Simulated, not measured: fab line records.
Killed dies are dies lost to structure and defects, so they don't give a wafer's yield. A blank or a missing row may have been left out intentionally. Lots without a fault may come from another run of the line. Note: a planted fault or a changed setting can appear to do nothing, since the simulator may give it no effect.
fab line records	flow n5-finfet
record: lots: 7	wafers: 18	last-day: 17
route steps=1938 shown BEOL_M1@788 BEOL_M4@1111 PASSIVATION@1936
lots with no fault: from the same line, run without faults
start-h: the number of hours between the record's first day and the start of the first shown wafer of the lot	wait-h: hours from the lot's prior step to this one	" repeats the value in the row above	L1.1+2: a single row standing in for several wafers	- no value, or no start given	* or withheld: withheld	< > ~ a bound
route shown NAME@n: names a module that has steps shown in the file, with the first one's number in the route	usual: mean and standard deviation over wafers with no fault	same: alike in all rows	chamber/n: place in a boat	sites: readings site by site	_std_site: standard deviation across them	_edge_site: the outer-site mean with the inner-site mean subtracted	radius-mm: for every site, how far away it sits from the centre of the wafer	mask NAME#n: copy n	behind: the tool/chamber that last shaped the wafer	hold: reason for holding the lot/hours on hold/outcome of the hold	device: whichever transistor did not switch (one of n, p or np)	end of line: tests of these same wafers at the route's end	step lacking rows: just its recipe	killed: the dies lost at the first sort to structure and to defects; this is not the yield of the wafer	map: a wafer's dies, x killed, . not, _ none there
set.NAME: setting as actually run; set.NAME@STEP: the setting as run at that earlier step	model.NAME: the simulator's own value behind a step, which no gauge read
certain route steps with their lots: each step a table, each wafer a row
services: when a tool's chamber went out of use (start-h, in hours from the record's first day, below 0 if earlier), for how many hours, and the reason
== steps ==
step: N5_BEOL_M1_INSPECT_30
recipe: mode: adi	inspect-instrument: brightfield
usual: raw-defect-count: 410/80
lot.wafer	tool	chamber	start-h	wait-h	raw-defect-count
L676.1	defect-inspect-01	-	132.05	0.1	539
L676.2	"	-	"	"	357
L676.4	"	-	"	"	407
L678.3	defect-inspect-02	-	147.27	0.0	285
L678.4	"	-	"	"	305
L682.4	defect-inspect-01	-	175.43	0.0	465
L682.6	"	-	"	"	473
L684.3	defect-inspect-01	-	185.58	0.0	380
L684.6	"	-	"	"	400
L694.3	defect-inspect-02	-	244.61	0.0	411
L694.5	"	-	"	"	265
L694.6	"	-	"	"	330
L693.3	defect-inspect-01	-	244.79	0.0	411
L693.4	"	-	"	"	344
L693.6	"	-	"	"	405
L697.1	defect-inspect-02	-	266.31	0.1	371
L697.2	"	-	"	"	398
L697.4	"	-	"	"	469
step: N5_BEOL_M1_DESCUM_33
recipe: chemistry: O2	time-s: 7	source-power-w: 50	bias-power-w: 20	pressure-mtorr: 20	rf-frequency-hz: 2.712e+07	temp-c: 40	resist: CAR-EUV	o2-flow-sccm: 225
step: N5_BEOL_M1_ETCH_77
recipe: chemistry: N2/H2	target: underlayer	target-depth-a: 65	mask-material: CAR-EUV	time-s: 5.2	ion-energy-ev: 200	pressure-mtorr: 30	source-w: 840	bias-w: 150	n2-flow-sccm: 200	h2-flow-sccm: 200	ends: cleared
step: N5_BEOL_M1_ETCH_69
recipe: chemistry: CF4	target: SiARC	target-depth-a: 156	mask-material: CAR-EUV	time-s: 26	ion-energy-ev: 80	pressure-mtorr: 40	source-w: 545	bias-w: 36	Ar_flow_sccm: 100	cf4-flow-sccm: 100	ends: cleared
usual: drypump-motor-current-A: 6.0/0.57	etch-rf-on-time-s: 25.7/0.82	mfc-ar-sccm: 100.03/0.28	oes-product-au: 0.65/0.07	rf-vpp-V: 183.8/1.1	showerhead-plenum-p-Torr: 2.12/0.057	throttle-valve-pct: 15.70/0.2
lot.wafer	tool	chamber	start-h	wait-h	drypump-motor-current-A	etch-rf-on-time-s	mfc-ar-sccm	oes-product-au	rf-hours-counter-h	rf-vpp-V	showerhead-plenum-p-Torr	throttle-valve-pct
L676.1	rie-diel-04	2	132.17	0.0	5.1	25.6	100.10	0.74	35	183.3	2.11	15.59
L676.2	"	0	"	"	6.4	27.4	99.47	0.59	168	184.4	2.13	15.39
L676.4	"	3	"	"	5.6	26.0	100.08	0.65	151	184.8	2.23	16.01
L678.3	rie-diel-06	1	147.35	0.0	6.0	25.5	100.02	0.60	247	184.0	2.11	15.97
L678.4	"	3	"	"	6.8	26.5	100.01	0.59	215	182.1	2.02	15.73
L682.4	rie-diel-03	0	175.51	0.0	6.4	24.6	99.96	0.66	155	183.9	2.05	15.62
L682.6	"	0	"	"	6.4	24.5	100.08	0.67	-	183.7	2.05	15.63
L684.3	rie-diel-03	3	185.67	0.0	6.5	25.5	99.68	0.61	233	183.5	2.10	15.78
L684.6	"	2	"	"	6.2	25.7	100.31	0.59	-	183.6	2.16	15.48
L694.3	rie-diel-03	1	244.69	0.0	5.8	24.7	99.48	0.65	181	184.2	2.20	15.81
L694.5	"	0	"	"	6.4	24.1	99.41	0.65	-	184.4	2.05	15.66
L694.6	"	1	"	"	5.8	24.9	99.98	0.65	-	184.9	2.20	15.80
L693.3	rie-diel-06	1	244.87	0.0	6.0	25.7	100.30	0.82	11	182.6	2.10	15.50
L693.4	"	0	"	"	6.1	25.3	99.30	0.66	-	184.0	2.15	15.75
L693.6	"	2	"	"	4.9	25.7	100.14	0.60	-	183.6	2.12	15.94
L697.1	rie-diel-04	1	266.39	0.0	6.4	26.4	99.88	0.71	58	184.1	2.08	15.81
L697.2	"	0	"	"	6.3	27.5	100.17	0.58	207	185.4	2.12	15.46
L697.4	"	3	"	"	5.6	25.7	100.06	0.62	190	185.2	2.22	16.09
step: N5_BEOL_M1_ALD_98
recipe: material: SiO2	target-thk-a: 25	temp-c: 100	ald-precursor-family: BDEAS	ald-co-reactant: O2-plasma	pulse-time-s: 1	co-reactant-pulse-time-s: 1	purge-time-s: 2	co-reactant-purge-time-s: 2	ald-cycles: 17	pressure-torr: 2
usual: heater-power-w: 73/4.4	precursor-pulse-height-rel: 0.997/0.021
same: co-reactant-purge-time-s: 2
lot.wafer	tool	chamber	start-h	wait-h	heater-power-w	precursor-pulse-height-rel
L676.1	ald-sin-03	1	132.66	0.5	75	0.990
L676.2	"	3	"	"	81	1.025
L676.4	"	2	"	"	74	0.991
L678.3	ald-sin-01	0	147.84	0.5	72	1.028
L678.4	"	3	"	"	73	0.960
L682.4	ald-sin-01	3	175.59	0.1	74	0.968
L682.6	"	1	"	"	77	1.027
L684.3	ald-sin-01	1	186.45	0.8	79	0.993
L684.6	"	3	"	"	73	0.975
L694.3	ald-sin-02	2	244.77	0.1	69	0.954
L694.5	"	0	"	"	73	1.025
L694.6	"	3	"	"	76	1.001
L693.3	ald-sin-03	0	244.95	0.1	76	0.995
L693.4	"	3	"	"	80	0.993
L693.6	"	3	"	"	80	1.016
L697.1	ald-sin-03	0	266.48	0.1	77	1.000
L697.2	"	2	"	"	74	0.984
L697.4	"	3	"	"	82	0.989
step: N5_BEOL_M1_ETCHBACK_99
recipe: chemistry: CHF3	target: SiO2	target-depth-a: 50	time-s: 10.4	source-w: 215	bias-w: 47	Ar_flow_sccm: 200	CHF3_flow_sccm: 12	ion-energy-ev: 100	pressure-mtorr: 30
step: N5_BEOL_M1_ETCH_70
recipe: chemistry: N2/H2	target: SOC	target-depth-a: 800	overetch-a: 160	mask-material: SiARC	temp-c: 40	time-s: 120	ion-energy-ev: 200	pressure-mtorr: 30	source-w: 840	bias-w: 150	n2-flow-sccm: 200	h2-flow-sccm: 200
step: N5_BEOL_M1_STRIP_71
recipe: chemistry: N2/H2	temp-c: 40	n2-flow-sccm: 200	h2-flow-sccm: 200	rf-frequency-hz: 6e+07
step: N5_BEOL_M1_STRIP_78
recipe: chemistry: N2/H2	temp-c: 40	n2-flow-sccm: 200	h2-flow-sccm: 200	rf-frequency-hz: 6e+07
step: N5_BEOL_M1_VIA_ETCH_34
recipe: chemistry: C4F6/O2	target-depth-a: 678	mask-material: SOC	pressure-mtorr: 15	ion-energy-ev: 250	taper-deg: 4	time-s: 64.4	source-w: 350	bias-w: 170	Ar_flow_sccm: 300	C4F6_flow_sccm: 10	O2_flow_sccm: 10
usual: drypump-motor-current-A: 6.0/0.56	mfc-ar-sccm: 300.0/0.97	oes-product-au: 0.76/0.081	rf-vpp-V: 662/23	run-length-s: 87.6/0.37	showerhead-plenum-p-Torr: 2.81/0.087	throttle-valve-pct: 30.7/0.37
lot.wafer	tool	chamber	start-h	wait-h	drypump-motor-current-A	mfc-ar-sccm	oes-product-au	rf-hours-counter-h	rf-vpp-V	run-length-s	showerhead-plenum-p-Torr	throttle-valve-pct
L676.1	rie-diel-03	3	133.21	0.0	6.4	300.5	0.71	213	673	88.3	2.80	30.7
L676.2	"	0	"	"	6.4	300.2	0.78	138	633	87.5	2.72	30.5
L676.4	"	3	"	"	6.5	300.1	0.72	-	671	87.7	2.80	30.7
L678.3	rie-diel-03	3	148.09	0.0	6.4	299.6	0.72	220	670	88.0	2.79	30.7
L678.4	"	3	"	"	6.5	300.6	0.72	-	671	87.8	2.79	30.7
L682.4	rie-diel-03	3	176.67	0.0	6.4	299.6	0.70	231	672	88.0	2.79	30.7
L682.6	"	2	"	"	6.2	302.2	0.68	-	699	87.9	2.86	30.1
L684.3	rie-diel-03	1	187.16	0.0	5.8	298.8	0.76	161	656	86.9	2.93	30.6
L684.6	"	3	"	"	6.5	300.1	0.71	-	670	88.2	2.79	30.7
L694.3	rie-diel-03	0	245.03	0.0	6.4	301.4	0.76	178	635	87.2	2.70	30.5
L694.5	"	1	"	"	5.7	299.6	0.74	-	657	87.2	2.92	30.7
L694.6	"	0	"	"	6.4	302.0	0.75	-	631	87.2	2.70	30.5
L693.3	rie-diel-04	2	245.22	0.0	5.1	301.0	0.83	68	695	87.3	2.80	31.0
L693.4	"	0	"	"	6.4	300.3	0.68	201	678	87.4	2.82	30.4
L693.6	"	3	"	"	5.6	299.8	0.74	-	649	87.7	2.97	31.6
L697.1	rie-diel-06	0	268.86	0.0	6.1	300.5	0.75	142	636	87.7	2.87	31.1
L697.2	"	2	"	"	4.9	298.4	0.70	241	648	87.7	2.79	31.1
L697.4	"	3	"	"	6.8	299.7	0.97	3	697	87.6	2.98	30.1
step: N5_BEOL_M1_STRIP_83
recipe: chemistry: C4F6/O2	resist: SiARC	rf-frequency-hz: 6e+07
step: N5_BEOL_M1_STRIP_36
recipe: chemistry: N2/H2	power-w: 450	temp-c: 40	pressure-mtorr: 20	rf-frequency-hz: 6e+07	overash-fraction: 0.3	bias-power-w: 7	h2-frac: 0.5	n2-flow-sccm: 200	h2-flow-sccm: 200
step: N5_BEOL_M1_TRENCH_ETCH_37
recipe: chemistry: C4F6/O2	target-depth-a: 552.07	target: SiOC	time-s: 29	ion-energy-ev: 250	pressure-mtorr: 30	source-w: 355	bias-w: 185	Ar_flow_sccm: 300	C4F6_flow_sccm: 10	O2_flow_sccm: 10
usual: drypump-motor-current-A: 6.0/0.56	mfc-ar-sccm: 300.1/0.91	oes-product-au: 0.76/0.08	rf-vpp-V: 661/23	run-length-s: 52.2/0.4	showerhead-plenum-p-Torr: 2.81/0.087	throttle-valve-pct: 20.86/0.25
lot.wafer	tool	chamber	start-h	wait-h	drypump-motor-current-A	mfc-ar-sccm	oes-product-au	rf-hours-counter-h	rf-vpp-V	run-length-s	showerhead-plenum-p-Torr	throttle-valve-pct	model.BEOL_M1.feature-depth-nm	model.etch.depth-nm	model.TiN_of_BEOL_M1_HM_DEP_02.thk-nm
L676.1	rie-diel-03	3	133.31	-	6.5	299.8	0.73	213	671	53.0	2.80	20.91	56.6	56.55	17.6
L676.2	"	0	"	"	6.4	301.1	0.78	138	632	51.9	2.72	20.69	57	56.98	17.4
L676.4	"	3	"	"	6.5	301.2	0.72	-	669	52.5	2.80	20.90	56.4	56.32	17.8
L678.3	rie-diel-03	3	148.19	-	6.5	299.8	0.72	220	671	52.4	2.80	20.92	56.2	56.16	17.8
L678.4	"	3	"	"	6.5	299.5	0.71	-	673	43.4	2.80	20.91	38.6	38.65	18.6
L682.4	rie-diel-03	3	176.77	-	6.5	299.8	0.70	231	672	43.4	2.79	20.95	38.2	38.26	18.2
L682.6	"	2	"	"	6.2	300.0	0.69	-	698	43.3	2.87	20.49	38.4	38.38	18.4
L684.3	rie-diel-03	1	187.26	-	5.8	299.7	0.75	161	655	52.1	2.94	20.95	54.4	54.39	18
L684.6	"	3	"	"	6.4	299.9	0.70	-	671	43.6	2.79	20.95	38	38.01	18.4
L694.3	rie-diel-03	0	245.13	-	6.4	297.7	0.75	178	632	51.9	2.70	20.75	57.2	57.23	17.6
L694.5	"	1	"	"	5.8	301.2	0.73	-	656	51.5	2.93	21.00	54.4	54.46	17.4
L694.6	"	0	"	"	6.4	300.6	0.75	-	631	51.9	2.70	20.76	57.2	57.28	17.6
L693.3	rie-diel-04	2	245.31	-	5.2	299.3	0.83	68	694	51.9	2.80	21.03	55.8	55.89	18
L693.4	"	0	"	"	6.4	300.8	0.69	201	677	52.0	2.82	20.64	53.8	53.82	18.2
L693.6	"	3	"	"	5.6	299.5	0.74	-	650	52.8	2.97	21.47	55.2	55.16	17.8
L697.1	rie-diel-06	0	268.96	-	6.1	300.2	0.75	142	634	52.3	2.87	21.15	54.8	54.85	17.2
L697.2	"	2	"	"	4.9	299.4	0.69	241	648	52.2	2.79	21.09	55	55.04	17.8
L697.4	"	3	"	"	6.8	299.3	0.98	3	700	52.2	2.98	20.45	56.2	56.18	17.6
step: N5_BEOL_M1_ETCH_41
recipe: chemistry: CH3F/O2	target: SiCN	target-depth-a: 319	taper-deg: 2	time-s: 57.8	ion-energy-ev: 120	mask-material: TiN	pressure-mtorr: 30	source-w: 395	bias-w: 75	Ar_flow_sccm: 150	CH3F_flow_sccm: 30	O2_flow_sccm: 20
usual: drypump-motor-current-A: 6.0/0.56	mfc-ar-sccm: 150.0/0.41	oes-product-au: 0.76/0.08	rf-vpp-V: 297.2/1.5	run-length-s: 81.1/0.39	showerhead-plenum-p-Torr: 1.98/0.063	throttle-valve-pct: 16.37/0.23
lot.wafer	tool	chamber	start-h	wait-h	drypump-motor-current-A	mfc-ar-sccm	oes-product-au	rf-hours-counter-h	rf-vpp-V	run-length-s	showerhead-plenum-p-Torr	throttle-valve-pct
L676.1	rie-diel-03	3	-	-	6.4	149.9	0.72	213	296.5	81.3	1.97	16.45
L676.2	"	0	"	"	6.4	149.9	0.78	138	295.8	80.3	1.91	16.22
L676.4	"	3	"	"	6.5	151.3	0.72	-	296.3	81.9	1.97	16.43
L678.3	rie-diel-03	3	-	-	6.4	149.5	0.72	220	297.2	81.1	1.97	16.43
L678.4	"	3	"	"	6.4	149.6	0.72	-	297.2	81.3	1.97	16.42
L682.4	rie-diel-03	3	-	-	6.5	150.0	0.71	231	295.4	81.7	1.96	16.45
L682.6	"	2	"	"	6.2	150.1	0.69	-	298.1	81.3	2.02	16.13
L684.3	rie-diel-03	1	-	-	5.8	150.6	0.74	161	299.1	80.4	2.07	16.49
L684.6	"	3	"	"	6.4	150.1	0.70	-	298.8	81.1	1.96	16.47
L694.3	rie-diel-03	0	-	-	6.4	150.2	0.75	178	295.2	81.0	1.90	16.28
L694.5	"	1	"	"	5.7	150.2	0.73	-	299.3	80.8	2.06	16.51
L694.6	"	0	"	"	6.4	149.8	0.75	-	296.1	80.5	1.90	16.29
L693.3	rie-diel-04	2	-	-	5.1	150.3	0.82	68	295.9	81.2	1.96	16.37
L693.4	"	0	"	"	6.4	150.3	0.69	201	296.5	81.0	1.98	16.17
L693.6	"	3	"	"	5.6	149.6	0.74	-	298.2	81.4	2.09	16.83
L697.1	rie-diel-06	0	-	-	6.1	150.0	0.76	142	296.6	81.2	2.02	16.55
L697.2	"	2	"	"	4.9	150.8	0.69	241	297.4	81.3	1.97	16.62
L697.4	"	3	"	"	6.8	149.7	0.97	3	299.1	81.8	2.10	15.95
step: N5_BEOL_M1_STRIP_97
recipe: chemistry: N2/H2	time-s: 10	power-w: 450	temp-c: 40	pressure-mtorr: 20	rf-frequency-hz: 6e+07	bias-power-w: 7	n2-flow-sccm: 200	h2-flow-sccm: 200
usual: drypump-motor-current-A: 6.0/0.56	oes-product-au: 0.75/0.081	rf-vpp-V: 59.0/0.83	showerhead-plenum-p-Torr: 2.51/0.075	throttle-valve-pct: 23.6/0.33
lot.wafer	tool	chamber	start-h	wait-h	drypump-motor-current-A	oes-product-au	rf-hours-counter-h	rf-vpp-V	showerhead-plenum-p-Torr	throttle-valve-pct
L676.1	rie-diel-03	3	-	-	6.5	0.71	214	59.2	2.51	24.0
L676.2	"	0	"	"	6.4	0.77	138	58.1	2.42	23.5
L676.4	"	3	"	"	6.5	0.71	-	59.8	2.51	24.0
L678.3	rie-diel-03	3	-	-	6.5	0.72	220	59.1	2.50	24.0
L678.4	"	3	"	"	6.4	0.72	-	59.8	2.50	24.0
L682.4	rie-diel-03	3	-	-	6.4	0.70	231	59.1	2.50	24.0
L682.6	"	2	"	"	6.2	0.69	-	59.4	2.56	23.0
L684.3	rie-diel-03	1	-	-	5.8	0.73	161	59.1	2.62	23.4
L684.6	"	3	"	"	6.5	0.70	-	59.0	2.50	24.0
L694.3	rie-diel-03	0	-	-	6.4	0.74	178	59.1	2.41	23.5
L694.5	"	1	"	"	5.8	0.73	-	59.0	2.61	23.4
L694.6	"	0	"	"	6.4	0.75	-	58.1	2.41	23.6
L693.3	rie-diel-04	2	-	-	5.1	0.81	68	58.8	2.46	23.5
L693.4	"	0	"	"	6.4	0.68	201	58.0	2.53	23.3
L693.6	"	3	"	"	5.6	0.73	-	60.1	2.65	24.4
L697.1	rie-diel-06	0	-	-	6.1	0.75	142	58.4	2.54	23.7
L697.2	"	2	"	"	4.9	0.68	241	58.9	2.49	23.7
L697.4	"	3	"	"	6.8	0.98	3	59.4	2.72	23.5
step: N5_BEOL_M1_OCD_MEAS_38
usual: trench-depth-nm: 55.6/1.2
lot.wafer	tool	chamber	start-h	wait-h	trench-depth-nm
L676.1	ocd-01	-	133.47	-	56.7
L676.2	"	-	"	"	56.6
L676.4	"	-	"	"	55.8
L678.3	ocd-02	-	148.35	-	56.0
L678.4	"	-	"	"	38.5
L682.4	ocd-01	-	176.93	-	38.7
L682.6	"	-	"	"	38.5
L684.3	ocd-02	-	187.42	-	54.8
L684.6	"	-	"	"	37.6
L694.3	ocd-01	-	245.29	-	57.8
L694.5	"	-	"	"	54.2
L694.6	"	-	"	"	57.4
L693.3	ocd-02	-	245.47	-	55.6
L693.4	"	-	"	"	53.9
L693.6	"	-	"	"	55.0
L697.1	ocd-02	-	269.11	-	55.2
L697.2	"	-	"	"	54.8
L697.4	"	-	"	"	56.5
step: N5_BEOL_M1_HM_STRIP_39
recipe: chemistry: peroxide-tin-strip	material: TiN	target-depth-a: 250	temp-c: 50	time-s: 158
step: N5_BEOL_M4_RC_MEAS_101
usual: DIBL_N: 36.0/2.5	DIBL_P: 36.3/2.8	IOFF_N: 0.16/0.042	IOFF_P: 0.21/0.045	ION_N: 673/15	ION_P: 463/8.1	SS_N: 71.4/0.73	SS_P: 73.3/0.92	VT_N: 251/4.1	VT_P: -250/3.4
lot.wafer	tool	chamber	start-h	wait-h	DIBL_N[mV/V]	DIBL_P[mV/V]	IOFF_N[nA/um]	IOFF_P[nA/um]	ION_N[uA/um]	ION_P[uA/um]	SS_N[mV/dec]	SS_P[mV/dec]	VT_N[mV]	VT_P[mV]
L676.1	prober-01	0	169.70	0.0	34.6	34.5	0.15	0.22	673	472	72.0	72.6	250	-248
L676.2	"	0	"	"	36.4	35.2	0.15	0.22	669	459	71.5	72.3	252	-247
L676.4	"	0	"	"	35.3	35.5	0.16	0.23	674	470	71.6	73.0	253	-250
L678.3	prober-02	0	178.80	0.3	39.1	36.8	0.19	0.26	679	464	72.6	73.8	248	-244
L678.4	"	0	"	"	42.0	39.6	0.25	0.32	679	466	73.2	75.2	249	-244
L682.4	prober-01	0	213.98	0.5	37.2	38.0	0.19	0.21	679	460	71.7	74.5	250	-251
L682.6	"	0	"	"	38.4	39.2	0.21	0.24	687	467	72.4	74.6	247	-251
L684.3	prober-01	0	223.64	0.3	36.1	37.7	0.15	0.20	675	462	71.2	73.2	252	-251
L684.6	"	0	"	"	35.5	35.8	0.13	0.17	667	459	71.6	73.2	252	-255
L694.3	prober-02	0	281.56	0.3	34.3	33.6	0.12	0.17	652	449	71.3	72.3	256	-252
L694.5	"	0	"	"	36.4	36.7	0.14	0.22	674	467	71.6	73.2	252	-250
L694.6	"	0	"	"	37.9	38.4	0.18	0.25	675	464	71.8	74.3	250	-249
L693.3	prober-02	0	288.15	0.3	41.7	43.0	0.24	0.31	679	470	72.4	74.1	246	-249
L693.4	"	0	"	"	35.5	33.6	0.12	0.15	652	443	72.3	71.9	257	-256
L693.6	"	0	"	"	32.0	30.3	0.07	0.12	634	438	70.4	71.3	263	-259
L697.1	prober-02	0	310.06	0.0	35.3	35.4	0.15	0.22	668	465	70.7	72.9	253	-248
L697.2	"	0	"	"	35.9	35.4	0.14	0.20	659	458	71.0	73.5	254	-250
L697.4	"	0	"	"	31.5	30.1	0.09	0.14	655	457	70.5	71.8	257	-257
step: N5_PASSIVATION_PROBE_49
usual: defect-limited-yield: 91.0/1.4	killed_at_M0_to_M3: 36/11	killed_at_M4_up: 13/5.4	killed-at-contacts: 12/6.4	killed-at-front-end: 41/13	killed-at-other: 2.9/2.3	killed-dies: 106/17	killed-open: 70/12	killed-short: 34/8.4	sort_bin_5_function: 5.2/1	sort_bin_6_memory: 3.4/0.63	sort_bin_8_speed: 0.1/0.49	sort-n-pass: 1074/18	sort-yield-pct: 91.0/1.6
same: gross-dies: 1180	killed-at-back-side: 0	sort_bin_4_leakage[%]: 0
lot.wafer	tool	chamber	start-h	wait-h	defect-limited-yield[%]	killed_at_M0_to_M3	killed_at_M4_up	killed-at-contacts	killed-at-front-end	killed-at-other	killed-dies	killed-open	killed-short	sort_bin_5_function[%]	sort_bin_6_memory[%]	sort_bin_8_speed[%]	sort-n-pass	sort-yield-pct[%]
L678.3	prober-02	-	286.83	0.1	90.8	40	15	9	41	4	109	66	39	5.9	3.1	0	1071	90.8
L678.4	prober-02	-	286.88	0.2	89.0	64	13	9	44	0	130	91	37	6.5	4.2	0	1050	89.0
L682.4	prober-02	-	319.43	0.2	89.1	43	10	10	63	3	129	85	44	6.4	4.2	0	1051	89.1
L682.6	prober-02	-	319.53	0.3	88.7	44	11	7	67	4	133	93	40	7.5	3.5	0	1047	88.7
L684.3	prober-01	-	323.78	0.1	92.7	26	16	3	38	3	86	53	29	4.3	2.7	0	1094	92.7
L684.6	prober-01	-	323.93	0.3	91.4	21	27	9	39	5	101	66	33	5.8	2.2	0	1079	91.4
L693.3	prober-01	-	386.74	0.1	88.8	27	4	20	79	2	132	100	30	7.8	2.9	0	1048	88.8
L693.4	prober-01	-	386.79	0.2	90.3	29	13	15	55	2	114	69	43	6.2	3.2	0	1066	90.3
L693.6	prober-01	-	386.89	0.3	90.7	37	12	28	33	0	110	82	26	5.7	3.5	1.9	1048	88.8
L697.1	prober-02	-	418.30	0.0	89.8	44	28	12	30	6	120	82	35	5.3	4.3	0	1060	89.8
L697.2	prober-02	-	418.35	0.1	91.0	57	19	3	26	1	106	72	31	4.9	3.8	0	1074	91.0
L697.4	prober-02	-	418.45	0.2	91.4	49	14	8	29	1	101	69	29	4.8	3.5	0	1079	91.4
killed by level:class
L678.3 STI_FIN_REVEAL:geometric-particle:open=10 GATE_CUT:geometric-particle:short=9 BEOL_M0_SAQP:geometric-particle:short=8 MOL_CONTACT_COAG:geometric-particle:open=8 BEOL_M2:geometric-particle:open=8 BEOL_M3:geometric-particle:open=7 BEOL_M0_SAQP:geometric-particle:open=6 FIN_SAQP:geometric-particle:short=5
L678.4 BEOL_M0_SAQP:geometric-particle:open=17 BEOL_M2:geometric-particle:open=11 STI_FIN_REVEAL:geometric-particle:open=9 BEOL_M0_SAQP:geometric-particle:short=9 FIN_SAQP:geometric-particle:open=8 MOL_CONTACT_COAG:geometric-particle:open=8 BEOL_M3:geometric-particle:open=8 GATE_CUT:geometric-particle:open=5
L682.4 STI_FIN_REVEAL:geometric-particle:open=18 FIN_SAQP:geometric-particle:short=14 BEOL_M0:geometric-particle:open=10 BEOL_M1:geometric-particle:short=9 BEOL_M1:geometric-particle:open=9 MOL_CONTACT_COAG:geometric-particle:open=8 BEOL_M0_SAQP:geometric-particle:open=7 GATE_CUT:geometric-particle:short=6
L682.6 STI_FIN_REVEAL:geometric-particle:open=32 BEOL_M1:geometric-particle:open=11 STI_FIN_REVEAL:geometric-particle:short=10 FIN_SAQP:geometric-particle:short=8 BEOL_M0:geometric-particle:open=8 BEOL_M3:geometric-particle:open=7 MOL_CONTACT_COAG:geometric-particle:open=5 FIN_SAQP:geometric-particle:open=4
L684.3 FIN_SAQP:geometric-particle:short=7 STI_FIN_REVEAL:geometric-particle:open=7 BEOL_M3:geometric-particle:open=7 BEOL_M5:geometric-particle:open=6 BEOL_M0_SAQP:geometric-particle:open=5 BEOL_M0:geometric-particle:open=5 STARTING-WAFER:geometric-particle:short=5 FIN_SAQP:geometric-particle:open=4
L684.6 STI_FIN_REVEAL:geometric-particle:open=12 BEOL_M4:geometric-particle:open=12 MOL_CONTACT_COAG:geometric-particle:open=7 BEOL_M1:geometric-particle:open=5 STARTING-WAFER:geometric-particle:open=5 BEOL_M3:geometric-particle:open=5 BEOL_M4:geometric-particle:short=5 FIN_SAQP:geometric-particle:short=3
L693.3 STI_FIN_REVEAL:geometric-particle:open=19 MOL_CONTACT_COAG:geometric-particle:open=17 FIN_SAQP:geometric-particle:open=16 BEOL_M2:geometric-particle:open=11 DUMMY_GATE:geometric-particle:open=8 FIN_SAQP:geometric-particle:short=7 ILD0:geometric-particle:open=7 BEOL_M3:geometric-particle:open=7
L693.4 STI_FIN_REVEAL:geometric-particle:open=14 MOL_CONTACT_COAG:geometric-particle:open=10 FIN_SAQP:geometric-particle:short=7 FIN_SAQP:geometric-particle:open=7 BEOL_M2:geometric-particle:open=6 BEOL_M3:geometric-particle:open=6 STI_FIN_REVEAL:geometric-particle:short=5 DUMMY_GATE:geometric-particle:open=5
L693.6 MOL_CONTACT_COAG:geometric-particle:open=25 BEOL_M2:geometric-particle:open=13 BEOL_M1:geometric-particle:open=10 FIN_SAQP:geometric-particle:open=6 DUMMY_GATE:geometric-particle:open=5 FIN_SAQP:geometric-particle:short=4 ILD0:geometric-particle:short=4 ILD0:geometric-particle:open=3
L697.1 BEOL_M4:geometric-particle:open=17 MOL_CONTACT_COAG:geometric-particle:open=11 BEOL_M1:geometric-particle:open=11 FIN_SAQP:geometric-particle:open=8 BEOL_M0:geometric-particle:open=7 BEOL_M0_SAQP:geometric-particle:open=6 BEOL_M0_SAQP:geometric-particle:short=5 BEOL_M2:geometric-particle:short=5
L697.2 BEOL_M2:geometric-particle:open=17 FIN_SAQP:geometric-particle:open=9 BEOL_M1:geometric-particle:open=9 BEOL_M0_SAQP:geometric-particle:open=8 BEOL_M0_SAQP:geometric-particle:short=7 FIN_SAQP:geometric-particle:short=4 BEOL_M0:geometric-particle:open=4 BEOL_M2:geometric-particle:short=4
L697.4 BEOL_M0_SAQP:geometric-particle:short=11 BEOL_M0_SAQP:geometric-particle:open=9 MOL_CONTACT_COAG:geometric-particle:open=8 BEOL_M1:geometric-particle:open=8 STI_FIN_REVEAL:geometric-particle:open=6 FIN_SAQP:geometric-particle:open=5 BEOL_M0:geometric-particle:open=5 BEOL_M2:geometric-particle:open=5
== services ==
tool	chamber	start-h	hours	kind
rie-diel-03	3	108.49	18.4	repair
rie-diel-06	2	117.44	3.9	repair
ald-sin-03	-	121.84	0.7	repair
rie-diel-06	3	129.47	5.2	repair
ald-sin-03	-	139.25	6.1	pm
rie-diel-06	1	155.83	-	clean
rie-diel-03	2	162.91	8.3	repair
rie-diel-03	-	183.68	1.5	repair
rie-diel-04	-	189.36	0.7	repair
rie-diel-03	2	189.95	11.4	repair
rie-diel-06	1	200.94	9.8	repair
rie-diel-03	2	201.58	-	clean
rie-diel-03	2	201.58	-	consumable-replace:focus-ring
rie-diel-03	2	201.58	20.9	scheduled-down
rie-diel-03	2	201.58	20.9	vent-cycle
ald-sin-02	3	202.94	4.4	repair
ald-sin-03	3	224.49	4.0	repair
ald-sin-02	0	225.51	2.2	repair
rie-diel-03	3	235.47	-	clean
rie-diel-03	3	235.47	-	consumable-replace:focus-ring
rie-diel-03	3	235.47	22.2	scheduled-down
rie-diel-03	3	235.47	22.2	vent-cycle
rie-diel-03	0	248.64	2.4	repair
ald-sin-02	-	268.81	14.0	pm
== key ==
first-sign: step: N5_BEOL_M1_TRENCH_ETCH_37	reading: run-length-s	direction: down	sigmas: 22	usual: *	struck: *
effect: step: N5_BEOL_M1_OCD_MEAS_38	reading: trench-depth-nm	direction: down	sigmas: 14	usual: 55.6	struck: 38.4
model-effect: step: N5_BEOL_M1_TRENCH_ETCH_37	value: BEOL_M1.feature-depth-nm	without: 55.8	struck: 38.3
met-at N5_BEOL_M1_TRENCH_ETCH_37
struck-wafers L678.4,L682.4,L682.6,L684.6
onset-between 133.31 148.19
fault: kind: process-parameter-drift	tool: rie-diel-03	chamber: -	onset-h: 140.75	steps: N5_BEOL_M1_TRENCH_ETCH_37	channel: time-s	offset: *	shape: step	end-h: 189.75	scope: struck-wafers-only	acts-in: *	stated: *
